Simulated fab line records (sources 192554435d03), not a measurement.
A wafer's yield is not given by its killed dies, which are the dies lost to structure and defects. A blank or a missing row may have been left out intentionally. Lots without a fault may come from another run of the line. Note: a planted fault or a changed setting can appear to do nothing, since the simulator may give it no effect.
Comparing a struck lot with a sound one -- flow n5Finfet -- 37 out of 1938 route steps
Sound: these wafers, L645.2, L645.3, L645.6. The struck wafers were L633.2, L633.3, L633.5. The cause comes at the end.
Order at every step that has rows: each side's tool, ch and its chambers, its first start. Under that, the readings that differ: sound wafers -- struck wafers -- difference of the means -- sigmas: that difference in standard deviations of wafers without a fault.
alike: readings whose means differ by less than 2 such deviations, and words and numbers that are the same on both sides. not compared: withheld readings, readings that some wafer has no value for, bounds like >300 that may hide the same value, and numbers for which the record gives no deviation and whose values overlap.
Wherever a step has rows on one side only, a row that says differs or no value, or a row with sigmas, the two part there. Numbers that have no deviation but don't overlap get no sigmas and don't part them. A reading missing from all wafers of one side parts the sides only when that side holds two or more wafers.

first, 9 steps without rows for these wafers: N5_BEOL_M12_PRE_CLEAN_42 (time 30 s); N5_BEOL_M12_SPUTTER_43 (material TaN, target thk 15 nm, time 24.19 s); N5_BEOL_M12_SPUTTER_44 (material Ta, target thk 10 nm, time 16.13 s); N5_BEOL_M12_SPUTTER_45 (material Cu, target thk 80 nm, time 13.33 s); N5_BEOL_M12_ECD_47 (material Cu, target thk 720 nm); N5_BEOL_M12_ANNEAL_48 (time 90 s); N5_BEOL_M12_CMP_49 (polishes, stops on SiOC, t overpolish 20.6 s, target thk 320 nm); N5_BEOL_M12_PRE_CLEAN_52 (time 15 s); N5_BEOL_M12_DEP_53 (deposits SiCN from 3MS/NH3, target thk 30 nm, time 10.5 s).
N5_BEOL_M13_ILD_DEP_00: deposits SiOC from DEMS/O2, target thk 837.92 nm, time 166.4 s.
  sound on pecvd-02 ch 0,2, day 17 04:22; struck on pecvd-03 ch 0,2, day 12 22:24
reading,sound,struck,difference,sigmas
susceptorTempC (C),350.28 349.76 349.76,361.24 360.67 360.97,+11.03,+53
model.SiOC_of_BEOL_M13_ILD_DEP_00.thkNm (nm),836.6 827.2 852.4,806.8 804.2 813.4,-30.6,
  alike: heaterPowerW, showerheadPlenumPTorr, throttleValvePct
N5_BEOL_M13_THK_MEAS_01:
  sound on filmMetro-02 at day 17 04:31; struck on filmMetro-02 at day 12 22:34
reading,sound,struck,difference,sigmas
M13_ILD_THK (nm),837 828 852,806 804 814,-31,-3
then, 10 steps without rows for these wafers: N5_BEOL_M13_COAT_58 (time 60 s, resist thk 89 nm); N5_BEOL_M13_COAT_04 (resist thk 400 nm); N5_BEOL_M13_EBR_06; N5_BEOL_M13_SOFTBAKE_05 (time 60 s); N5_BEOL_M13_EXPOSE_07 (exposes mask V12); N5_BEOL_M13_PEB_08 (peb time 90 s); N5_BEOL_M13_DEVELOP_09 (develop time 45 s); N5_BEOL_M13_HARDBAKE_14 (time 120 s); N5_BEOL_M13_DESCUM_15 (chemistry O2, time 7.9 s); N5_BEOL_M13_ETCH_59 (etches BARC in N2/H2, target depth 89 nm, overetch 26.7 nm, time 67.9 s).
N5_BEOL_M13_VIA_ETCH_16: etches SiOC in C4F8/O2/Ar, target depth 921.7 nm.
  sound on rieDiel-04 ch 1,2,3, day 17 05:01; struck on rieDiel-05 ch 0,1,3, day 12 23:13
reading,sound,struck,difference,sigmas
model.etch.depthNm (nm),836.6 827.3 852.3,806.8 804.3 813.5,-30.5,
model.coat_of_BEOL_M13_COAT_04.thkNm (nm),75.8 77 70.8,80.8 81.8 82.8,+7.3,
  alike: drypumpMotorCurrentA, oesProductAu, rfVppV, showerheadPlenumPTorr, throttleValvePct
then, 13 steps without rows for these wafers: N5_BEOL_M13_STRIP_63 (strips in N2/H2); N5_BEOL_M13_STRIP_64 (strips in N2/H2); N5_BEOL_M13_STRIP_71 (strips in post etch residue remover, time 60 s); N5_BEOL_M13_SRD_72 (time 30 s, dry time 30 s); N5_BEOL_M13_COAT_65 (time 60 s, resist thk 350 nm); N5_BEOL_M13_COAT_66 (time 60 s, resist thk 110 nm); N5_BEOL_M13_COAT_22 (resist thk 300 nm); N5_BEOL_M13_EBR_24; N5_BEOL_M13_SOFTBAKE_23 (time 60 s); N5_BEOL_M13_EXPOSE_25 (exposes mask M13, target cd 210 nm); N5_BEOL_M13_PEB_26 (peb time 90 s); N5_BEOL_M13_DEVELOP_27 (develop time 45 s); N5_BEOL_M13_HARDBAKE_32 (time 120 s).
N5_BEOL_M13_CMP_49: polishes, stops on SiOC, t overpolish 17.1 s, target thk 420 nm.
  sound on cmp-03 ch 0,1,3, day 17 08:21; struck on cmp-02 ch 2,3, day 13 04:08
reading,sound,struck,difference,sigmas
model.SiOC_of_BEOL_M13_ILD_DEP_00.thkNm (nm),779.6 770.2 794.2,746.8 745 753.8,-32.8,
  alike: barrierFieldEndpointS, clearingPlatenRpm, edgeZonePressureFrac, motorCurrentA, overpolishRunS
N5_PASSIVATION_PROBE_49:
  the record has rows for the struck wafers here (prober-01, day 14 04:41) and none for the sound ones

WHERE THEY PART
Earliest at N5_BEOL_M13_ILD_DEP_00; latest, in this record, at N5_PASSIVATION_PROBE_49.

WHY: what had been put in by the simulator
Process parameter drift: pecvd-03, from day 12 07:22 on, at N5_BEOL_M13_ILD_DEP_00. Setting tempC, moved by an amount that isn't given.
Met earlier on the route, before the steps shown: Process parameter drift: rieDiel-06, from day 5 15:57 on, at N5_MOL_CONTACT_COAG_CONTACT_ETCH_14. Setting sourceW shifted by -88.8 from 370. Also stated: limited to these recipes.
